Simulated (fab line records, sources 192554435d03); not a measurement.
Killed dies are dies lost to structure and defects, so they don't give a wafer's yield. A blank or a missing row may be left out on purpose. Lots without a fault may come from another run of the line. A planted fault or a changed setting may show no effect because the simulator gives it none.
Chamber matching | flow n5_finfet | N5_BEOL_M1_ETCH_74 on rie_diel-01: 4 sister chambers
The step etches underlayer in N2/H2, target depth 6.5 nm, time 5.2 s. 4 wafers are shown with their chamber, then 9 later ones without.

WAFERS WITH THEIR CHAMBER
wafer  | chamber | showerhead_plenum_p_Torr (Torr)
L081.6 | 3       | 2.58
L091.3 | 2       | 2.64
L091.4 | 1       | 2.58
L091.6 | 0       | 2.52

WAFERS WITHOUT THEIR CHAMBER
wafer  | showerhead_plenum_p_Torr (Torr)
L093.1 | 2.57
L093.4 | 2.63
L093.6 | 2.63
L092.2 | 2.57
L092.4 | 2.58
L092.6 | 2.57
L097.2 | 2.57
L097.4 | 2.57
L097.5 | 2.57

WHICH CHAMBER EACH WENT THROUGH
wafer  | from the rows above     | in truth
L093.1 | can't be placed: 1 or 3 | 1
L093.4 | 2                       | 2
L093.6 | 2                       | 2
L092.2 | can't be placed: 1 or 3 | 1
L092.4 | can't be placed: 1 or 3 | 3
L092.6 | can't be placed: 1 or 3 | 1
L097.2 | can't be placed: 1 or 3 | 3
L097.4 | can't be placed: 1 or 3 | 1
L097.5 | can't be placed: 1 or 3 | 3
Placed correctly: 2 of 9. Can't be placed from these rows: 7 (the true chamber is among the candidates in 7). Placed wrongly: 0.
How it was worked out, from the rows above alone: a wafer's distance from a chamber is the root of the sum, over the readings, of the square of ((its reading less the chamber's mean) divided by the reading's scatter). The wafer belongs to the nearest chamber; if the next one is less than 2 further off, it can't be placed. A chamber's mean is the mean of its shown wafers. The scatter: with one shown wafer a chamber, the root of the mean of the squares of how far each hidden wafer lies from its nearest shown one.
